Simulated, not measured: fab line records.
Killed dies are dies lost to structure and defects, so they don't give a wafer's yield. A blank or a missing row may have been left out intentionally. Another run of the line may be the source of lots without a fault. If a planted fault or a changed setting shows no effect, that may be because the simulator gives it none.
What tool caused it?    flow n5Finfet    72 wafers from 24 lots sampled at 6 of the route's 1938 steps

WHAT EACH GAUGE READ, for each wafer
N5_BEOL_M14_CD_MEAS_28: target cd 284.4 nm.
lot   measured      on        cdNm (nm)
L076  day 11 14:21  cdSem-02  285.3 285.8 288.1
L074  day 11 15:08  cdSem-02  287.4 285.7 289.3
L077  day 11 16:04  cdSem-02  287.5 286.2 286.5
L075  day 11 16:26  cdSem-03  288.9 285.9 286.4
L078  day 12 06:51  cdSem-02  281.6 283.0 282.5
L079  day 12 13:14  cdSem-03  281.9 285.9 283.4
L080  day 12 19:45  cdSem-01  287.4 286.9 288.4
L082  day 13 18:34  cdSem-03  283.9 285.5 286.3
L081  day 13 19:25  cdSem-01  286.6 289.2 286.1
L085  day 13 19:38  cdSem-01  283.8 280.9 283.3
L083  day 13 21:35  cdSem-02  287.1 285.1 286.3
L084  day 13 21:54  cdSem-01  285.8 287.0 286.1
L087  day 14 17:24  cdSem-02  285.4 285.0 283.0
L088  day 14 23:17  cdSem-03  282.9 285.7 284.0
L086  day 15 00:23  cdSem-02  285.4 285.1 286.3
L089  day 15 19:32  cdSem-03  286.3 284.8 285.5
L093  day 15 19:34  cdSem-01  285.3 286.6 286.5
L091  day 15 19:56  cdSem-01  286.0 285.5 284.9
L090  day 15 23:00  cdSem-02  284.8 285.2 285.5
L092  day 16 00:36  cdSem-03  285.4 285.0 288.5
L095  day 17 07:36  cdSem-03  286.8 286.6 286.4
L094  day 17 11:29  cdSem-03  285.9 284.8 289.0
L097  day 17 13:25  cdSem-01  282.5 283.0 284.4
L096  day 17 22:27  cdSem-01  280.3 284.0 285.1

N5_BEOL_M14_OCD_MEAS_35.
lot   measured      on      trenchDepthNm (nm)
L076  day 11 15:03  ocd-02  574 553 565
L074  day 11 16:11  ocd-01  562 548 565
L077  day 11 16:54  ocd-02  566 564 567
L075  day 11 17:33  ocd-01  574 548 565
L078  day 12 07:33  ocd-02  556 543 552
L079  day 12 13:56  ocd-02  566 561 570
L080  day 12 20:28  ocd-01  558 558 561
L082  day 13 19:20  ocd-02  573 563 575
L081  day 13 20:07  ocd-01  555 560 558
L085  day 13 20:22  ocd-02  558 555 553
L083  day 13 22:18  ocd-01  556 551 553
L084  day 13 23:02  ocd-02  551 550 550
L087  day 14 18:35  ocd-01  565 561 566
L088  day 14 23:59  ocd-01  544 553 552
L086  day 15 01:08  ocd-02  553 570 565
L089  day 15 20:22  ocd-01  561 560 566
L093  day 15 20:31  ocd-02  567 555 569
L091  day 15 20:40  ocd-01  553 551 562
L090  day 15 23:42  ocd-02  552 558 554
L092  day 16 01:18  ocd-01  553 556 549
L095  day 17 08:19  ocd-02  572 561 580
L094  day 17 12:23  ocd-02  567 579 564
L097  day 17 14:07  ocd-02  571 554 552
L096  day 17 23:43  ocd-02  555 563 560

N5_BEOL_M15_CD_MEAS_10: target cd 360 nm.
lot   measured      on        cdNm (nm)
L076  day 11 21:26  cdSem-02  359.7 358.6 358.6
L074  day 11 21:47  cdSem-01  358.2 359.3 357.7
L077  day 11 23:05  cdSem-02  359.5 360.9 359.7
L075  day 12 00:38  cdSem-03  361.3 359.3 358.4
L078  day 12 11:15  cdSem-02  358.8 359.2 360.7
L079  day 12 17:09  cdSem-02  359.2 359.2 359.9
L080  day 13 05:22  cdSem-03  361.4 362.1 359.3
L082  day 13 23:18  cdSem-01  358.1 358.6 357.2
L081  day 14 00:13  cdSem-03  359.7 359.8 360.2
L085  day 14 03:44  cdSem-02  357.5 359.8 360.7
L083  day 14 04:08  cdSem-02  360.1 361.7 357.5
L084  day 14 04:17  cdSem-03  358.1 357.4 357.3
L087  day 14 21:22  cdSem-01  359.9 361.3 361.0
L088  day 15 05:50  cdSem-02  361.0 360.1 360.0
L086  day 15 06:17  cdSem-01  358.7 358.9 359.8
L089  day 15 23:49  cdSem-02  360.7 359.9 358.3
L093  day 16 03:49  cdSem-03  360.7 359.6 360.0
L091  day 16 04:49  cdSem-01  360.2 361.1 362.9
L090  day 16 05:20  cdSem-01  358.8 358.8 359.2
L092  day 16 05:57  cdSem-03  358.3 359.2 361.1
L095  day 17 11:33  cdSem-03  362.5 361.5 361.5
L094  day 17 16:50  cdSem-03  356.1 358.9 358.7
L097  day 17 19:47  cdSem-03  360.4 362.5 359.1
L096  day 18 05:40  cdSem-01  359.3 359.8 357.0

N5_BEOL_M15_CD_MEAS_17: target cd 360 nm.
lot   measured      on        cdNm (nm)
L076  day 11 22:01  cdSem-03  361.4 361.1 359.6
L074  day 11 22:22  cdSem-02  360.7 360.6 360.4
L077  day 11 23:40  cdSem-03  359.3 361.7 361.5
L075  day 12 01:17  cdSem-01  365.0 359.4 360.3
L078  day 12 11:50  cdSem-01  360.7 359.7 362.6
L079  day 12 17:55  cdSem-02  360.8 360.4 360.6
L080  day 13 05:57  cdSem-01  364.6 363.0 360.6
L082  day 13 23:53  cdSem-01  359.5 359.3 357.9
L081  day 14 00:47  cdSem-03  362.5 359.7 360.7
L085  day 14 04:19  cdSem-02  359.7 361.0 362.6
L083  day 14 04:44  cdSem-01  362.4 362.7 359.3
L084  day 14 04:53  cdSem-01  362.0 357.5 359.6
L087  day 14 21:56  cdSem-03  360.5 364.1 364.0
L088  day 15 06:40  cdSem-01  361.1 358.8 360.6
L086  day 15 07:04  cdSem-01  360.7 359.6 361.8
L089  day 16 00:24  cdSem-02  361.9 361.6 360.0
L093  day 16 04:34  cdSem-02  361.6 361.2 361.8
L091  day 16 05:47  cdSem-03  363.3 365.3 363.0
L090  day 16 07:13  cdSem-03  358.2 360.0 361.5
L092  day 16 07:46  cdSem-03  358.8 359.6 362.8
L095  day 17 12:08  cdSem-01  364.1 360.1 361.6
L094  day 17 17:25  cdSem-01  356.5 359.4 360.8
L097  day 17 20:23  cdSem-03  360.7 363.2 362.5
L096  day 18 06:26  cdSem-01  361.0 358.8 357.3

N5_BEOL_M15_INSPECT_55: inspects for defects (darkfield).
lot   measured      on                rawDefectCount
L076  day 12 05:19  defectInspect-02  41 40 33
L074  day 12 06:04  defectInspect-02  69 54 82
L077  day 12 09:07  defectInspect-02  78 73 63
L075  day 12 09:43  defectInspect-01  59 70 43
L078  day 12 16:20  defectInspect-02  43 67 55
L079  day 13 11:58  defectInspect-01  74 60 72
L080  day 13 12:14  defectInspect-01  92 69 89
L082  day 14 04:04  defectInspect-01  77 89 67
L081  day 14 04:45  defectInspect-02  84 67 70
L085  day 14 09:35  defectInspect-01  67 63 101
L083  day 14 10:18  defectInspect-01  71 45 69
L084  day 14 10:49  defectInspect-01  61 109 60
L087  day 15 05:22  defectInspect-01  143 96 94
L088  day 15 11:00  defectInspect-01  88 72 49
L086  day 15 11:19  defectInspect-01  74 70 91
L089  day 16 04:16  defectInspect-02  25 41 77
L093  day 16 12:26  defectInspect-01  124 92 88
L091  day 16 12:56  defectInspect-01  66 48 126
L090  day 16 14:31  defectInspect-01  111 83 100
L092  day 16 18:32  defectInspect-01  102 78 98
L095  day 17 20:02  defectInspect-01  93 59 80
L094  day 17 23:49  defectInspect-02  63 39 69
L097  day 18 00:04  defectInspect-02  83 94 72
L096  day 18 12:31  defectInspect-01  54 46 70

EACH LOT AND THE TOOL THAT RAN IT (in order: tool; ch and the chambers of the sampled wafers; start)
lot   N5_BEOL_M14_ETCH_67
L076  rieDiel-04 ch 0,1,2, day 11 14:28
L074  rieDiel-05 ch 0,1,3, day 11 15:37
L077  rieDiel-05 ch 0,1,2, day 11 16:19
L075  rieDiel-04 ch 1,2,3, day 11 16:59
L078  rieDiel-02 ch 0,2,3, day 12 06:58
L079  rieDiel-05 ch 1,2,3, day 12 13:22
L080  rieDiel-05 ch 0,2, day 12 19:53
L082  rieDiel-04 ch 1,2, day 13 18:46
L081  rieDiel-02 ch 1,2, day 13 19:32
L085  rieDiel-05 ch 0,3, day 13 19:47
L083  rieDiel-02 ch 1,2,3, day 13 21:44
L084  rieDiel-02 ch 1,2, day 13 22:28
L087  rieDiel-05 ch 0,2,3, day 14 18:00
L088  rieDiel-02 ch 0,1,3, day 14 23:25
L086  rieDiel-05 ch 0,1,3, day 15 00:33
L089  rieDiel-05 ch 1,2, day 15 19:47
L093  rieDiel-04 ch 0,1, day 15 19:56
L091  rieDiel-02 ch 2,3, day 15 20:05
L090  rieDiel-02 ch 1,3, day 15 23:07
L092  rieDiel-02 ch 1,2,3, day 16 00:43
L095  rieDiel-04 ch 0,2,3, day 17 07:44
L094  rieDiel-04 ch 2,3, day 17 11:49
L097  rieDiel-02 ch 0,1,3, day 17 13:32
L096  rieDiel-05 ch 2,3, day 17 23:09
- N5_BEOL_M14_ETCH_67: etches SiARC in CF4, target depth 143 nm, time 238.3 s.

AS READ BY THE TOOLS THEMSELVES (means over the sampled wafers that have a number; for cases with no such wafer, the mark the record gives instead)
N5_BEOL_M14_ETCH_67.
lot   tool        drypumpMotorCurrentA (A)  etchRfOnTimeS (s)  oesProductAu (a.u.)  rfVppV (V)  showerheadPlenumPTorr (Torr)  throttleValvePct (%)
L076  rieDiel-04  5.4                       234                0.78                 184.2       2.12                          15.30
L074  rieDiel-05  5.5                       237                0.72                 184.4       2.14                          15.53
L077  rieDiel-05  6.0                       233                0.76                 184.2       2.12                          15.54
L075  rieDiel-04  5.9                       234                0.73                 184.5       2.15                          15.50
L078  rieDiel-02  5.9                       240                0.66                 184.2       2.15                          15.43
L079  rieDiel-05  5.8                       234                0.74                 184.3       2.18                          15.61
L080  rieDiel-05  6.1                       236                0.75                 184.4       2.11                          15.47
L082  rieDiel-04  5.7                       232                0.77                 183.5       2.12                          15.42
L081  rieDiel-02  5.9                       239                0.67                 185.1       2.20                          15.46
L085  rieDiel-05  5.6                       235                0.72                 183.2       2.14                          15.49
L083  rieDiel-02  5.7                       238                0.68                 185.0       2.18                          15.40
L084  rieDiel-02  5.6                       241                0.68                 184.8       2.17                          15.49
L087  rieDiel-05  5.8                       236                0.72                 183.8       2.17                          15.57
L088  rieDiel-02  5.6                       239                0.66                 184.1       2.11                          15.52
L086  rieDiel-05  5.5                       235                0.69                 184.4       2.13                          15.59
L089  rieDiel-05  6.2                       239                0.72                 184.6       2.15                          15.66
L093  rieDiel-04  5.3                       235                0.70                 184.3       2.13                          15.39
L091  rieDiel-02  5.8                       240                0.68                 184.7       2.19                          15.35
L090  rieDiel-02  5.4                       237                0.68                 184.4       2.15                          15.48
L092  rieDiel-02  5.7                       242                0.67                 184.9       2.18                          15.45
L095  rieDiel-04  5.8                       235                0.77                 183.9       2.12                          15.32
L094  rieDiel-04  6.3                       233                0.81                 184.7       2.15                          15.34
L097  rieDiel-02  5.6                       237                0.73                 184.7       2.19                          15.39
L096  rieDiel-05  5.6                       239                0.70                 185.2       2.23                          15.67

THE ANSWER, worked out from the rows above alone
Rule: the usual values come from the lots themselves. Put in order of their means at a reading, lots are off if they are a third of the lots or fewer, leave a main group of 4 or more, and stand apart from it by a gap of 3 or more times the standard deviation of the main group's means; of several such gaps the widest counts. The tables above print the reading to a certain number of digits; a main group whose means all agree to those digits is not used. Also off: a lot with no number at a reading for which 4 or more lots have one. Any other lot the step has rows for is counted as sound. Order of review: gauges by route order, followed by the tools' own readings, for which a lot's mean as printed above is used. At the first step where some lot is off, the reading lying furthest off is the one used; lots without a number count as furthest.
No lot is off on any of the readings shown, so nothing can be concluded from this.

WHAT HAD BEEN PUT IN BY THE SIMULATOR
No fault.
